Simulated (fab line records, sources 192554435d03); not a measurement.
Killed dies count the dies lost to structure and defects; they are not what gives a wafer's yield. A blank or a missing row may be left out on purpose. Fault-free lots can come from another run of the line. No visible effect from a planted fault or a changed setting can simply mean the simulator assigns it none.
fab line records + flow n5-finfet
[record]
- lots = 5
- wafers = 15
- last-day = 18
route steps=1938 shown BEOL_M1@758 BEOL_M4@1111
lots that met no fault: from a run of the same line without faults
start-h: hours from the record's opening day to when the first of the lot's shown wafers began + wait-h: time in hours since the lot's previous step + " as in the row above + L1.1+2: a row that stands for several wafers + - either no value or no given start + * or withheld: withheld + < > ~ a bound
route shown NAME@n: a module of which the file shows steps, and the number in the route of the first + usual: mean and standard deviation over wafers with no fault + same: alike in all rows + chamber/n: place in a boat + sites: per-site readings + _std_site: how widely they spread, as a standard deviation + _edge_site: outer sites' mean less inner sites' + radius-mm: how far each site lies from the wafer's centre + mask NAME#n: copy n + behind: tool/chamber where the wafer was last shaped + hold: why the lot was held/for how many hours/how that ended + device: the n, p or np transistor that did not switch + end of line: the same wafers' tests at the end of the route + a step given without rows: its recipe and nothing more + killed: not the wafer's yield, but the dies lost to structure and defects at the first sort + map: a wafer's dies, marking killed ones x, the rest . and places with no die _
set.NAME: setting as actually run; set.NAME@STEP: the setting as run at that earlier step + model.NAME: the simulator's own value behind a step, which no gauge read
lots at some steps of the route; a table a step, a row a wafer
services: from which hour (start-h, from the record's first day; less than 0 if before it) a tool's chamber was out of use, for how many hours, and why
[[steps]]
[step N5_BEOL_M1_COAT_05]
[recipe]
- resist = CAR-EUV
- spin-rpm = 1500
- resist-thk-nm = 30
[step N5_BEOL_M1_EBR_07]
[recipe]
- solvent = PGMEA
- ebr-width-mm = 1.5
[step N5_BEOL_M1_SOFTBAKE_06]
[recipe]
- temp-c = 110
- time-s = 60
- resist = CAR-EUV
[step N5_BEOL_M1_EXPOSE_08]
[recipe]
- mask-id = M1
- na = 0.33
- source-shape = dipole
- sigma-inner = 0.369
- sigma-outer = 0.767
- polarization = unpolarized
- dose-mj = 33
[step N5_BEOL_M1_PEB_09]
[recipe]
- peb-temp-c = 100
- peb-time-s = 60
- resist = CAR-EUV
[step N5_BEOL_M1_DEVELOP_10]
[recipe]
- develop-time-s = 30
- developer = TMAH
- resist = CAR-EUV
- rinse-liquid = surfactant-rinse
- dry = air-spin
- dev-temp-c = 23
[step N5_BEOL_M1_CD_MEAS_11]
[recipe]
- target-cd-nm = 17.05
- landing-energy-ev = 500
- detector = se-inlens
- polarity = opening
[usual]
- cd-nm = 17.11/0.24
| lot.wafer | tool      | chamber | start-h | wait-h | cd-nm |
|-----------|-----------|---------|---------|--------|-------|
| L545.3    | cd-sem-01 | 0       | 141.04  | -      | 17.28 |
| L545.5    | "         | 0       | "       | "      | 16.75 |
| L545.6    | "         | 0       | "       | "      | 16.84 |
| L546.2    | cd-sem-03 | 0       | 141.92  | -      | 17.24 |
| L546.3    | "         | 0       | "       | "      | 16.96 |
| L546.5    | "         | 0       | "       | "      | 17.20 |
| L552.1    | cd-sem-03 | 0       | 179.90  | -      | 17.21 |
| L552.4    | "         | 0       | "       | "      | 17.31 |
| L552.5    | "         | 0       | "       | "      | 17.44 |
| L563.1    | cd-sem-03 | 0       | 247.25  | -      | 16.61 |
| L563.5    | "         | 0       | "       | "      | 16.85 |
| L563.6    | "         | 0       | "       | "      | 16.62 |
| L564.1    | cd-sem-02 | 0       | 249.79  | -      | 17.14 |
| L564.3    | "         | 0       | "       | "      | 17.34 |
| L564.5    | "         | 0       | "       | "      | 16.96 |
[step N5_BEOL_M1_OVL_MEAS_12]
[recipe]
- points-per-wafer = 522
[usual]
- M1_OVL = -0.4/0.6
[same]
- points-per-wafer = 522
| lot.wafer | tool       | chamber | start-h | wait-h | M1_OVL[nm] |
|-----------|------------|---------|---------|--------|------------|
| L545.3    | overlay-01 | 0       | 141.08  | 0.0    | -1.7       |
| L545.5    | "          | 0       | "       | "      | -1.1       |
| L545.6    | "          | 0       | "       | "      | -1.9       |
| L546.2    | overlay-01 | 0       | 141.96  | 0.0    | -0.3       |
| L546.3    | "          | 0       | "       | "      | 0.1        |
| L546.5    | "          | 0       | "       | "      | 0.0        |
| L552.1    | overlay-01 | 0       | 179.93  | 0.0    | 0.4        |
| L552.4    | "          | 0       | "       | "      | -0.7       |
| L552.5    | "          | 0       | "       | "      | -0.8       |
| L563.1    | overlay-02 | 0       | 247.28  | 0.0    | -0.2       |
| L563.5    | "          | 0       | "       | "      | -0.4       |
| L563.6    | "          | 0       | "       | "      | -1.5       |
| L564.1    | overlay-02 | 0       | 249.82  | 0.0    | -0.7       |
| L564.3    | "          | 0       | "       | "      | 0.7        |
| L564.5    | "          | 0       | "       | "      | 0.5        |
[step N5_BEOL_M1_INSPECT_13]
[recipe]
- mode = adi
- inspect-instrument = brightfield
[usual]
- raw-defect-count = 380/80
| lot.wafer | tool              | chamber | start-h | wait-h | raw-defect-count |
|-----------|-------------------|---------|---------|--------|------------------|
| L545.3    | defect-inspect-01 | -       | 141.13  | 0.0    | 453              |
| L545.5    | "                 | -       | "       | "      | 252              |
| L545.6    | "                 | -       | "       | "      | 292              |
| L546.2    | defect-inspect-02 | -       | 142.01  | 0.0    | 284              |
| L546.3    | "                 | -       | "       | "      | 300              |
| L546.5    | "                 | -       | "       | "      | 359              |
| L552.1    | defect-inspect-02 | -       | 179.99  | 0.1    | 321              |
| L552.4    | "                 | -       | "       | "      | 408              |
| L552.5    | "                 | -       | "       | "      | 279              |
| L563.1    | defect-inspect-02 | -       | 247.34  | 0.1    | 299              |
| L563.5    | "                 | -       | "       | "      | 323              |
| L563.6    | "                 | -       | "       | "      | 417              |
| L564.1    | defect-inspect-02 | -       | 249.87  | 0.1    | 296              |
| L564.3    | "                 | -       | "       | "      | 294              |
| L564.5    | "                 | -       | "       | "      | 328              |
[step N5_BEOL_M1_DESCUM_16]
[recipe]
- chemistry = O2
- time-s = 7
- source-power-w = 50
- bias-power-w = 20
- pressure-mtorr = 20
- rf-frequency-hz = 2.712e+07
- temp-c = 40
- resist = CAR-EUV
- o2-flow-sccm = 225
[usual]
- drypump-motor-current-A = 5.7/0.58
- oes-product-au = 0.81/0.1
- rf-vpp-V = 243.1/1.2
- showerhead-plenum-p-Torr = 2.09/0.058
- throttle-valve-pct = 20.4/0.32
| lot.wafer | tool        | chamber | start-h | wait-h | drypump-motor-current-A | oes-product-au | rf-hours-counter-h | rf-vpp-V | showerhead-plenum-p-Torr | throttle-valve-pct |
|-----------|-------------|---------|---------|--------|-------------------------|----------------|--------------------|----------|--------------------------|--------------------|
| L545.3    | rie-diel-03 | 2       | 141.24  | 0.1    | 5.5                     | 0.70           | 212                | 241.7    | 2.00                     | 20.8               |
| L545.5    | "           | 3       | "       | "      | 6.2                     | 0.73           | -                  | 243.3    | 2.18                     | 20.4               |
| L545.6    | "           | 2       | "       | "      | 5.5                     | 0.71           | -                  | 241.2    | 2.00                     | 20.8               |
| L546.2    | rie-diel-01 | 3       | 142.17  | 0.2    | 6.4                     | 0.89           | 45                 | 242.6    | 2.05                     | 20.3               |
| L546.3    | "           | 2       | "       | "      | 6.1                     | 1.01           | 3                  | 243.0    | 2.03                     | 19.8               |
| L546.5    | "           | 3       | "       | "      | 6.3                     | 0.90           | -                  | 241.6    | 2.04                     | 20.3               |
| L552.1    | rie-diel-01 | 1       | 180.02  | 0.0    | 5.2                     | 0.72           | 208                | 242.1    | 2.07                     | 20.7               |
| L552.4    | "           | 0       | "       | "      | 4.7                     | 0.90           | 44                 | 244.0    | 2.11                     | 20.2               |
| L552.5    | "           | 0       | "       | "      | 4.7                     | 0.89           | -                  | 242.7    | 2.11                     | 20.2               |
| L563.1    | rie-diel-04 | 1       | 247.38  | 0.0    | 6.5                     | 0.77           | 122                | 243.1    | 2.10                     | 20.5               |
| L563.5    | "           | 0       | "       | "      | 5.7                     | 0.93           | -                  | 245.5    | 2.13                     | 20.6               |
| L563.6    | "           | 1       | "       | "      | 6.5                     | 0.78           | -                  | 242.2    | 2.10                     | 20.5               |
| L564.1    | rie-diel-03 | 3       | 249.91  | 0.0    | 6.3                     | 0.71           | 223                | 244.6    | 2.17                     | 20.5               |
| L564.3    | "           | 2       | "       | "      | 5.5                     | 0.68           | 244                | 241.0    | 1.99                     | 20.8               |
| L564.5    | "           | 0       | "       | "      | 5.0                     | 0.84           | -                  | 243.6    | 2.11                     | 20.1               |
[step N5_BEOL_M1_ETCH_74]
[recipe]
- chemistry = N2/H2
- target = underlayer
- target-depth-a = 65
- mask-material = CAR-EUV
- time-s = 5.2
- ion-energy-ev = 200
- pressure-mtorr = 30
- source-w = 840
- bias-w = 150
- n2-flow-sccm = 200
- h2-flow-sccm = 200
- ends = cleared
[usual]
- drypump-motor-current-A = 5.7/0.59
- etch-rf-on-time-s = 5.21/0.13
- oes-product-au = 0.69/0.084
- rf-vpp-V = 523.7/2.3
- showerhead-plenum-p-Torr = 2.53/0.072
- throttle-valve-pct = 17.83/0.27
| lot.wafer | tool        | chamber | start-h | wait-h | drypump-motor-current-A | etch-rf-on-time-s | oes-product-au | rf-hours-counter-h | rf-vpp-V | showerhead-plenum-p-Torr | throttle-valve-pct |
|-----------|-------------|---------|---------|--------|-------------------------|-------------------|----------------|--------------------|----------|--------------------------|--------------------|
| L545.3    | rie-diel-03 | 2       | 141.28  | 0.0    | 5.5                     | 5.40              | 0.59           | 212                | 518.3    | 2.40                     | 18.01              |
| L545.5    | "           | 3       | "       | "      | 6.2                     | 5.37              | 0.61           | -                  | 526.5    | 2.62                     | 17.68              |
| L545.6    | "           | 2       | "       | "      | 5.5                     | 5.42              | 0.59           | -                  | 519.4    | 2.40                     | 17.99              |
| L546.2    | rie-diel-01 | 3       | 142.20  | 0.0    | 6.3                     | 5.22              | 0.76           | 45                 | 524.1    | 2.49                     | 17.68              |
| L546.3    | "           | 2       | "       | "      | 6.1                     | 5.02              | 0.86           | 3                  | 522.2    | 2.52                     | 17.50              |
| L546.5    | "           | 3       | "       | "      | 6.3                     | 5.18              | 0.75           | -                  | 521.2    | 2.49                     | 17.68              |
| L552.1    | rie-diel-01 | 1       | 180.06  | 0.0    | 5.2                     | 5.16              | 0.60           | 208                | 524.1    | 2.51                     | 18.16              |
| L552.4    | "           | 0       | "       | "      | 4.7                     | 5.17              | 0.75           | 44                 | 525.5    | 2.58                     | 17.57              |
| L552.5    | "           | 0       | "       | "      | 4.8                     | 5.17              | 0.76           | -                  | 524.1    | 2.57                     | 17.58              |
| L563.1    | rie-diel-04 | 1       | 247.41  | 0.0    | 6.5                     | 5.32              | 0.65           | 122                | 525.5    | 2.54                     | 17.85              |
| L563.5    | "           | 0       | "       | "      | 5.7                     | 5.10              | 0.79           | -                  | 524.3    | 2.61                     | 18.08              |
| L563.6    | "           | 1       | "       | "      | 6.6                     | 5.33              | 0.64           | -                  | 523.1    | 2.54                     | 17.85              |
| L564.1    | rie-diel-03 | 3       | 249.94  | 0.0    | 6.3                     | 5.25              | 0.61           | 223                | 526.3    | 2.61                     | 17.73              |
| L564.3    | "           | 2       | "       | "      | 5.5                     | 5.34              | 0.57           | 244                | 519.9    | 2.39                     | 18.04              |
| L564.5    | "           | 0       | "       | "      | 5.0                     | 5.11              | 0.72           | -                  | 526.3    | 2.57                     | 17.43              |
[step N5_BEOL_M1_ETCH_63]
[recipe]
- chemistry = CF4
- target = SiARC
- target-depth-a = 156
- mask-material = CAR-EUV
- time-s = 26
- ion-energy-ev = 80
- pressure-mtorr = 40
- source-w = 545
- bias-w = 36
- Ar_flow_sccm = 100
- cf4-flow-sccm = 100
- ends = cleared
[usual]
- drypump-motor-current-A = 5.7/0.59
- etch-rf-on-time-s = 26.1/0.75
- oes-product-au = 0.69/0.085
- rf-vpp-V = 184.1/1.1
- showerhead-plenum-p-Torr = 2.14/0.061
- throttle-valve-pct = 15.60/0.26
| lot.wafer | tool        | chamber | start-h | wait-h | drypump-motor-current-A | etch-rf-on-time-s | oes-product-au | rf-hours-counter-h | rf-vpp-V | showerhead-plenum-p-Torr | throttle-valve-pct |
|-----------|-------------|---------|---------|--------|-------------------------|-------------------|----------------|--------------------|----------|--------------------------|--------------------|
| L545.3    | rie-diel-03 | 2       | 141.29  | 0.0    | 5.5                     | 27.3              | 0.59           | 212                | 183.6    | 2.05                     | 15.84              |
| L545.5    | "           | 3       | "       | "      | 6.3                     | 27.3              | 0.61           | -                  | 184.4    | 2.22                     | 15.69              |
| L545.6    | "           | 2       | "       | "      | 5.5                     | 27.1              | 0.59           | -                  | 180.7    | 2.05                     | 15.85              |
| L546.2    | rie-diel-01 | 3       | 142.22  | 0.0    | 6.4                     | 26.4              | 0.76           | 45                 | 182.8    | 2.10                     | 15.42              |
| L546.3    | "           | 2       | "       | "      | 6.1                     | 24.8              | 0.87           | 3                  | 183.4    | 2.10                     | 15.15              |
| L546.5    | "           | 3       | "       | "      | 6.4                     | 26.2              | 0.76           | -                  | 184.2    | 2.10                     | 15.41              |
| L552.1    | rie-diel-01 | 1       | 180.07  | 0.0    | 5.2                     | 26.1              | 0.61           | 208                | 185.1    | 2.10                     | 15.91              |
| L552.4    | "           | 0       | "       | "      | 4.7                     | 26.2              | 0.76           | 44                 | 184.6    | 2.18                     | 15.39              |
| L552.5    | "           | 0       | "       | "      | 4.7                     | 26.1              | 0.75           | -                  | 185.3    | 2.18                     | 15.38              |
| L563.1    | rie-diel-04 | 1       | 247.43  | 0.0    | 6.5                     | 26.8              | 0.65           | 122                | 184.7    | 2.15                     | 15.63              |
| L563.5    | "           | 0       | "       | "      | 5.7                     | 25.4              | 0.80           | -                  | 186.1    | 2.19                     | 15.80              |
| L563.6    | "           | 1       | "       | "      | 6.5                     | 27.0              | 0.64           | -                  | 185.7    | 2.15                     | 15.62              |
| L564.1    | rie-diel-03 | 3       | 249.96  | 0.0    | 6.2                     | 26.6              | 0.60           | 223                | 184.6    | 2.21                     | 15.74              |
| L564.3    | "           | 2       | "       | "      | 5.5                     | 26.9              | 0.58           | 244                | 183.1    | 2.04                     | 15.90              |
| L564.5    | "           | 0       | "       | "      | 5.0                     | 25.6              | 0.72           | -                  | 184.5    | 2.16                     | 15.22              |
[step N5_BEOL_M1_ETCH_64]
[recipe]
- chemistry = N2/H2
- target = SOC
- target-depth-a = 750
- overetch-a = 150
- mask-material = SiARC
- temp-c = 40
- time-s = 112.5
- ion-energy-ev = 200
- pressure-mtorr = 30
- source-w = 840
- bias-w = 150
- n2-flow-sccm = 200
- h2-flow-sccm = 200
[usual]
- drypump-motor-current-A = 5.7/0.59
- oes-product-au = 0.64/0.072
- rf-vpp-V = 523.6/2.1
- showerhead-plenum-p-Torr = 2.53/0.072
- throttle-valve-pct = 17.79/0.27
| lot.wafer | tool        | chamber | start-h | wait-h | drypump-motor-current-A | oes-product-au | rf-hours-counter-h | rf-vpp-V | showerhead-plenum-p-Torr | throttle-valve-pct | model.SiARC_of_BEOL_M1_COAT_62.thk-nm |
|-----------|-------------|---------|---------|--------|-------------------------|----------------|--------------------|----------|--------------------------|--------------------|---------------------------------------|
| L545.3    | rie-diel-03 | 2       | 141.32  | 0.0    | 5.5                     | 0.56           | 212                | 521.1    | 2.40                     | 17.96              | 6.8                                   |
| L545.5    | "           | 3       | "       | "      | 6.3                     | 0.59           | -                  | 525.5    | 2.62                     | 17.66              | 7                                     |
| L545.6    | "           | 2       | "       | "      | 5.5                     | 0.56           | -                  | 521.1    | 2.40                     | 17.95              | 6.8                                   |
| L546.2    | rie-diel-01 | 3       | 142.25  | 0.0    | 6.4                     | 0.71           | 45                 | 522.7    | 2.49                     | 17.63              | 6.8                                   |
| L546.3    | "           | 2       | "       | "      | 6.1                     | 0.79           | 3                  | 522.7    | 2.52                     | 17.43              | 6.6                                   |
| L546.5    | "           | 3       | "       | "      | 6.4                     | 0.71           | -                  | 521.9    | 2.49                     | 17.64              | 6.8                                   |
| L552.1    | rie-diel-01 | 1       | 180.10  | 0.0    | 5.2                     | 0.56           | 208                | 522.8    | 2.52                     | 18.16              | 7                                     |
| L552.4    | "           | 0       | "       | "      | 4.7                     | 0.65           | 44                 | 524.7    | 2.57                     | 17.54              | 6.2                                   |
| L552.5    | "           | 0       | "       | "      | 4.8                     | 0.65           | -                  | 525.4    | 2.58                     | 17.53              | 6.2                                   |
| L563.1    | rie-diel-04 | 1       | 247.46  | 0.0    | 6.5                     | 0.62           | 122                | 523.5    | 2.54                     | 17.81              | 6.8                                   |
| L563.5    | "           | 0       | "       | "      | 5.7                     | 0.73           | -                  | 526.8    | 2.61                     | 18.01              | 6.6                                   |
| L563.6    | "           | 1       | "       | "      | 6.6                     | 0.61           | -                  | 523.9    | 2.54                     | 17.82              | 6.8                                   |
| L564.1    | rie-diel-03 | 3       | 249.99  | 0.0    | 6.3                     | 0.56           | 223                | 525.6    | 2.61                     | 17.70              | 7                                     |
| L564.3    | "           | 2       | "       | "      | 5.5                     | 0.54           | 244                | 520.0    | 2.39                     | 17.99              | 7                                     |
| L564.5    | "           | 0       | "       | "      | 5.1                     | 0.66           | -                  | 524.8    | 2.57                     | 17.40              | 6.8                                   |
[step N5_BEOL_M1_STRIP_65]
[recipe]
- chemistry = N2/H2
- temp-c = 40
- n2-flow-sccm = 200
- h2-flow-sccm = 200
- rf-frequency-hz = 6e+07
[step N5_BEOL_M1_STRIP_75]
[recipe]
- chemistry = N2/H2
- temp-c = 40
- n2-flow-sccm = 200
- h2-flow-sccm = 200
- rf-frequency-hz = 6e+07
[step N5_BEOL_M1_STRIP_66]
[recipe]
- chemistry = CF4
- resist = SiARC
- power-w = 300
- bias-power-w = 75
- pressure-mtorr = 50
- cf4-flow-sccm = 150
- rf-frequency-hz = 6e+07
[usual]
- drypump-motor-current-A = 5.7/0.59
- oes-product-au = 0.80/0.089
- rf-vpp-V = 270.9/1.4
- showerhead-plenum-p-Torr = 1.79/0.051
- throttle-valve-pct = 13.56/0.26
| lot.wafer | tool        | chamber | start-h | wait-h | drypump-motor-current-A | oes-product-au | rf-hours-counter-h | rf-vpp-V | showerhead-plenum-p-Torr | throttle-valve-pct |
|-----------|-------------|---------|---------|--------|-------------------------|----------------|--------------------|----------|--------------------------|--------------------|
| L545.3    | rie-diel-03 | 2       | 141.45  | 0.0    | 5.5                     | 0.70           | 212                | 268.7    | 1.71                     | 13.80              |
| L545.5    | "           | 3       | "       | "      | 6.2                     | 0.73           | -                  | 271.8    | 1.86                     | 13.64              |
| L545.6    | "           | 2       | "       | "      | 5.5                     | 0.70           | -                  | 268.6    | 1.71                     | 13.82              |
| L546.2    | rie-diel-01 | 3       | 142.37  | 0.0    | 6.4                     | 0.88           | 45                 | 269.5    | 1.75                     | 13.31              |
| L546.3    | "           | 2       | "       | "      | 6.1                     | 0.98           | 3                  | 269.7    | 1.78                     | 13.18              |
| L546.5    | "           | 3       | "       | "      | 6.4                     | 0.87           | -                  | 269.1    | 1.75                     | 13.31              |
| L552.1    | rie-diel-01 | 1       | 180.23  | 0.0    | 5.2                     | 0.71           | 208                | 271.4    | 1.76                     | 13.90              |
| L552.4    | "           | 0       | "       | "      | 4.7                     | 0.87           | 44                 | 271.7    | 1.82                     | 13.35              |
| L552.5    | "           | 0       | "       | "      | 4.8                     | 0.87           | -                  | 272.1    | 1.82                     | 13.34              |
| L563.1    | rie-diel-04 | 1       | 247.58  | 0.0    | 6.5                     | 0.76           | 122                | 271.3    | 1.79                     | 13.54              |
| L563.5    | "           | 0       | "       | "      | 5.7                     | 0.91           | -                  | 272.2    | 1.84                     | 13.72              |
| L563.6    | "           | 1       | "       | "      | 6.5                     | 0.77           | -                  | 271.8    | 1.79                     | 13.56              |
| L564.1    | rie-diel-03 | 3       | 250.12  | 0.0    | 6.3                     | 0.70           | 223                | 271.4    | 1.85                     | 13.73              |
| L564.3    | "           | 2       | "       | "      | 5.5                     | 0.67           | 244                | 269.2    | 1.70                     | 13.88              |
| L564.5    | "           | 0       | "       | "      | 5.0                     | 0.82           | -                  | 271.0    | 1.82                     | 13.22              |
[step N5_BEOL_M1_HM_OPEN_17]
[recipe]
- chemistry = Cl2/BCl3
- target-depth-a = 200
- overetch-a = 60
- target = TiN
- mask-material = SOC
- ion-energy-ev = 150
- pressure-mtorr = 10
- icp-w = 1000
- bias-w = 126
- Cl2_flow_sccm = 53.25
- bcl3-flow-sccm = 21.75
- Ar_flow_sccm = 25
[usual]
- bcl3-flow-sccm = 21.76/0.061
- drypump-motor-current-A = 6.01/0.24
- oes-product-au = 0.67/0.09
- throttle-valve-pct = 22.18/0.2
| lot.wafer | tool         | chamber | start-h | wait-h | bcl3-flow-sccm | drypump-motor-current-A | oes-product-au | rf-hours-counter-h | throttle-valve-pct | model.etch.depth-nm | model.BEOL_M1.cd-offset-nm |
|-----------|--------------|---------|---------|--------|----------------|-------------------------|----------------|--------------------|--------------------|---------------------|----------------------------|
| L545.3    | rie-metal-01 | 0       | 141.52  | 0.1    | 21.71          | 6.18                    | 0.60           | -                  | 22.10              | 20.05               | -0.2                       |
| L545.5    | "            | 1       | "       | "      | 21.75          | 6.02                    | 0.54           | -                  | 22.62              | 19.63               | 0                          |
| L545.6    | "            | 0       | "       | "      | 21.76          | 6.17                    | 0.60           | -                  | 22.14              | 20.05               | -0.2                       |
| L546.2    | rie-metal-02 | 0       | 142.42  | 0.0    | 21.59          | 5.79                    | 0.72           | 23                 | 22.10              | 19.36               | -0.2                       |
| L546.3    | "            | 0       | "       | "      | 21.66          | 5.81                    | 0.72           | -                  | 22.10              | 19.3                | 0.2                        |
| L546.5    | "            | 1       | "       | "      | 21.71          | 5.49                    | 0.77           | -                  | 22.14              | 19.46               | 0                          |
| L552.1    | rie-metal-03 | 0       | 180.27  | 0.0    | 21.74          | 6.24                    | 0.77           | 9                  | 22.22              | 19.97               | 0.2                        |
| L552.4    | "            | 1       | "       | "      | 21.77          | 6.03                    | 0.58           | -                  | 22.00              | 18.64               | 0.4                        |
| L552.5    | "            | 0       | "       | "      | 21.72          | 6.22                    | 0.74           | -                  | 22.27              | 18.65               | 0.4                        |
| L563.1    | rie-metal-03 | 1       | 247.62  | 0.0    | 21.75          | 6.03                    | 0.59           | 68                 | 21.97              | 19.58               | -0.2                       |
| L563.5    | "            | 1       | "       | "      | 21.66          | 6.04                    | 0.59           | -                  | 21.97              | 19.63               | 0                          |
| L563.6    | "            | 0       | "       | "      | 21.78          | 6.23                    | 0.75           | -                  | 22.24              | 19.89               | -0.2                       |
| L564.1    | rie-metal-02 | 1       | 250.16  | 0.0    | 21.76          | 5.50                    | 0.73           | 15                 | 22.15              | 19.68               | 0.4                        |
| L564.3    | "            | 1       | "       | "      | 21.82          | 5.49                    | 0.74           | -                  | 22.14              | 20.1                | 0.2                        |
| L564.5    | "            | 1       | "       | "      | 21.81          | 5.50                    | 0.74           | -                  | 22.13              | 20.12               | -0.2                       |
[step N5_BEOL_M1_STRIP_19]
[recipe]
- chemistry = O2
- power-w = 400
- temp-c = 40
- pressure-mtorr = 30
- rf-frequency-hz = 6e+07
- bias-power-w = 0
- overash-fraction = 0.2
- o2-flow-sccm = 225
[usual]
- drypump-motor-current-A = 5.7/0.57
- oes-product-au = 0.80/0.095
- rf-vpp-V = 3.7/0.43
- showerhead-plenum-p-Torr = 2.08/0.058
- throttle-valve-pct = 16.6/0.31
| lot.wafer | tool        | chamber | start-h | wait-h | drypump-motor-current-A | oes-product-au | rf-hours-counter-h | rf-vpp-V | showerhead-plenum-p-Torr | throttle-valve-pct |
|-----------|-------------|---------|---------|--------|-------------------------|----------------|--------------------|----------|--------------------------|--------------------|
| L545.3    | rie-diel-01 | 0       | 141.60  | 0.1    | 4.7                     | 0.90           | 33                 | 3.2      | 2.12                     | 16.4               |
| L545.5    | "           | 2       | "       | "      | 6.1                     | 1.01           | -                  | 3.6      | 2.04                     | 16.1               |
| L545.6    | "           | 3       | "       | "      | 6.4                     | 0.89           | -                  | 3.0      | 2.05                     | 16.5               |
| L546.2    | rie-diel-03 | 3       | 142.72  | 0.3    | 6.3                     | 0.73           | 192                | 3.8      | 2.18                     | 16.7               |
| L546.3    | "           | 0       | "       | "      | 5.0                     | 0.87           | 56                 | 4.2      | 2.13                     | 16.2               |
| L546.5    | "           | 1       | "       | "      | 5.3                     | 0.76           | -                  | 4.2      | 2.07                     | 16.4               |
| L552.1    | rie-diel-01 | 1       | 180.51  | 0.2    | 5.2                     | 0.70           | 208                | 3.8      | 2.07                     | 17.0               |
| L552.4    | "           | 2       | "       | "      | 6.1                     | 0.96           | 16                 | 3.9      | 2.03                     | 16.1               |
| L552.5    | "           | 3       | "       | "      | 6.4                     | 0.88           | -                  | 3.7      | 2.04                     | 16.5               |
| L563.1    | rie-diel-04 | 1       | 247.74  | 0.1    | 6.5                     | 0.78           | 122                | 3.2      | 2.10                     | 16.7               |
| L563.5    | "           | 2       | "       | "      | 5.7                     | 0.86           | -                  | 3.3      | 2.15                     | 16.8               |
| L563.6    | "           | 1       | "       | "      | 6.5                     | 0.78           | -                  | 3.5      | 2.10                     | 16.7               |
| L564.1    | rie-diel-01 | 1       | 250.27  | 0.1    | 5.2                     | 0.70           | 230                | 3.1      | 2.06                     | 17.1               |
| L564.3    | "           | 0       | "       | "      | 4.8                     | 0.86           | 66                 | 3.6      | 2.11                     | 16.4               |
| L564.5    | "           | 3       | "       | "      | 6.4                     | 0.85           | -                  | 3.5      | 2.04                     | 16.5               |
[step N5_BEOL_M4_RC_MEAS_101]
[usual]
- DIBL_N = 35.9/1.7
- DIBL_P = 36.0/2.2
- IOFF_N = 0.16/0.031
- IOFF_P = 0.21/0.039
- ION_N = 678/13
- ION_P = 464/8.8
- SS_N = 71.5/0.61
- SS_P = 73.2/0.68
- VT_N = 249/3.3
- VT_P = -250/3.8
| lot.wafer | tool      | chamber | start-h | wait-h | DIBL_N[mV/V] | DIBL_P[mV/V] | IOFF_N[nA/um] | IOFF_P[nA/um] | ION_N[uA/um] | ION_P[uA/um] | SS_N[mV/dec] | SS_P[mV/dec] | VT_N[mV] | VT_P[mV] |
|-----------|-----------|---------|---------|--------|--------------|--------------|---------------|---------------|--------------|--------------|--------------|--------------|----------|----------|
| L545.3    | prober-02 | 0       | 184.21  | 0.3    | 34.3         | 35.0         | 0.13          | 0.19          | 655          | 457          | 70.7         | 73.4         | 254      | -251     |
| L545.5    | "         | 0       | "       | "      | 36.8         | 38.0         | 0.18          | 0.22          | 687          | 472          | 72.2         | 73.7         | 248      | -248     |
| L545.6    | "         | 0       | "       | "      | 36.2         | 35.7         | 0.15          | 0.20          | 663          | 454          | 72.4         | 73.4         | 252      | -254     |
| L546.2    | prober-01 | 0       | 193.50  | 0.2    | 35.3         | 37.2         | 0.15          | 0.20          | 688          | 471          | 71.1         | 74.0         | 252      | -254     |
| L546.3    | "         | 0       | "       | "      | 34.2         | 35.5         | 0.13          | 0.17          | 663          | 458          | 71.0         | 72.8         | 253      | -253     |
| L546.5    | "         | 0       | "       | "      | 34.9         | 37.3         | 0.14          | 0.20          | 675          | 458          | 71.3         | 73.6         | 253      | -252     |
| L552.1    | prober-01 | 0       | 226.49  | 0.0    | 37.0         | 38.6         | 0.18          | 0.21          | 692          | 464          | 71.9         | 73.2         | 248      | -251     |
| L552.4    | "         | 0       | "       | "      | 36.8         | 36.7         | 0.16          | 0.19          | 670          | 449          | 71.3         | 73.1         | 250      | -252     |
| L552.5    | "         | 0       | "       | "      | 37.0         | 38.6         | 0.17          | 0.23          | 686          | 469          | 71.5         | 73.7         | 247      | -249     |
| L563.1    | prober-02 | 0       | 294.66  | 0.0    | 36.7         | 36.7         | 0.18          | 0.26          | 684          | 469          | 71.3         | 73.4         | 246      | -242     |
| L563.5    | "         | 0       | "       | "      | 37.7         | 38.1         | 0.21          | 0.29          | 701          | 482          | 71.1         | 74.8         | 244      | -242     |
| L563.6    | "         | 0       | "       | "      | 35.9         | 35.1         | 0.16          | 0.23          | 677          | 469          | 71.0         | 73.4         | 250      | -245     |
| L564.1    | prober-02 | 0       | 310.75  | 0.0    | 36.0         | 38.1         | 0.17          | 0.25          | 671          | 470          | 72.9         | 73.5         | 249      | -246     |
| L564.3    | "         | 0       | "       | "      | 36.0         | 38.6         | 0.19          | 0.26          | 697          | 477          | 72.2         | 74.0         | 246      | -247     |
| L564.5    | "         | 0       | "       | "      | 35.2         | 37.2         | 0.17          | 0.24          | 688          | 480          | 71.9         | 73.5         | 249      | -248     |
[[services]]
| tool         | chamber | start-h | hours | kind                          |
|--------------|---------|---------|-------|-------------------------------|
| rie-diel-04  | 1       | 129.49  | 9.0   | repair                        |
| rie-diel-04  | 0       | 130.52  | 10.4  | repair                        |
| rie-diel-04  | 1       | 139.52  | 4.0   | repair                        |
| rie-metal-03 | 1       | 155.59  | 6.4   | repair                        |
| rie-metal-03 | -       | 162.97  | 8.4   | repair                        |
| rie-metal-02 | 1       | 183.12  | 1.1   | repair                        |
| rie-metal-02 | -       | 191.37  | 2.8   | pm                            |
| rie-diel-04  | 0       | 197.34  | -     | clean                         |
| rie-diel-04  | 0       | 197.34  | -     | consumable-replace:focus-ring |
| rie-diel-04  | 0       | 197.34  | 18.8  | scheduled-down                |
| rie-diel-04  | 0       | 197.34  | 18.8  | vent-cycle                    |
| rie-metal-01 | -       | 197.46  | 0.1   | repair                        |
| rie-diel-04  | 1       | 221.30  | 13.8  | repair                        |
| rie-metal-01 | 0       | 230.40  | 9.5   | repair                        |
| rie-metal-01 | -       | 231.09  | 1.8   | repair                        |
| rie-diel-01  | 1       | 240.27  | 4.0   | repair                        |
[[key]]
first-sign none at tools or gauges
[model-effect]
- step = N5_BEOL_M1_ETCH_64
- value = SiARC_of_BEOL_M1_COAT_62.thk-nm
- without = 6.8
- struck = 6.2
[model-effect]
- step = N5_BEOL_M1_HM_OPEN_17
- value = etch.depth-nm
- without = 20.07
- struck = 18.65
met-at N5_BEOL_M1_ETCH_64
struck-wafers L552.4,L552.5
[fault]
- kind = process-parameter-drift
- tool = rie-diel-01
- chamber = 0
- onset-h = 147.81
- steps = N5_BEOL_M1_ETCH_64
- channel = time-s
- offset = *
- shape = step
- end-h = 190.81
- acts-in = *
- stated = *
